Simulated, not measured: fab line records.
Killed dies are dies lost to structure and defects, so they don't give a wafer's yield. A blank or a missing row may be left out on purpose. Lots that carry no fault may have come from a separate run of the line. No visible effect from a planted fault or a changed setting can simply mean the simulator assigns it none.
Matching of chambers	flow n5Finfet	N5_FIN_SAQP_HM_DEP_03 on pecvd-02: 3 sister chambers
The step deposits SiNx from SiH4/NH3/N2, target thk 38 nm, time 33.6 s. 14 wafers are shown with their chamber, then 7 later ones without.

## EACH WAFER AND ITS CHAMBER
wafer	chamber	throttleValvePct (%)	showerheadPlenumPTorr (Torr)	heaterPowerW (W)
L076.3	1	39.9	5.03	631
L076.5	1	39.9	5.03	609
L076.6	0	41.7	5.11	703
L079.2	0	42.0	5.12	651
L079.3	1	39.7	5.03	641
L079.6	1	39.8	5.01	619
L084.1	2	35.0	5.21	766
L084.4	0	41.7	5.11	692
L084.6	2	35.0	5.22	782
L085.2	0	41.8	5.09	599
L085.3	1	39.6	5.02	599
L085.4	2	34.9	5.22	682
L088.1	2	35.4	5.24	803
L088.3	0	41.9	5.11	616

SIGNATURES (averages over the wafers above)
reading	chamber 0	chamber 1	chamber 2	scatter within a chamber
throttleValvePct	41.820	39.780	35.075	0.161
showerheadPlenumPTorr	5.1080	5.0240	5.2225	0.0108
heaterPowerW	652.20	619.80	758.25	40.3
Rule: a wafer lies at a distance from a chamber equal to the root of the sum of squares, over the readings, of (its reading less the chamber's mean, divided by the reading's scatter). The wafer belongs to the nearest chamber; if the next one is less than 2 further off, it can't be placed. The scatter: take each reading less its chamber's mean, square it, sum over the shown wafers, divide by the number of wafers less the number of chambers, and take the root.

## WAFERS WHOSE CHAMBER IS MISSING
wafer	throttleValvePct (%)	showerheadPlenumPTorr (Torr)	heaterPowerW (W)
L088.6	39.9	5.02	606
L089.3	34.8	5.22	777
L089.4	41.8	5.11	681
L089.6	39.6	5.05	541
L095.2	39.7	5.03	641
L095.3	35.3	5.22	801
L095.5	35.0	5.23	798

## WHICH CHAMBER EACH WENT THROUGH
wafer	from the rows above	in truth
L088.6	1	1
L089.3	2	2
L089.4	0	0
L089.6	1	1
L095.2	1	1
L095.3	2	2
L095.5	2	2
7 of 7 placed correctly. Number that these rows cannot place: 0. Number placed wrongly: 0.
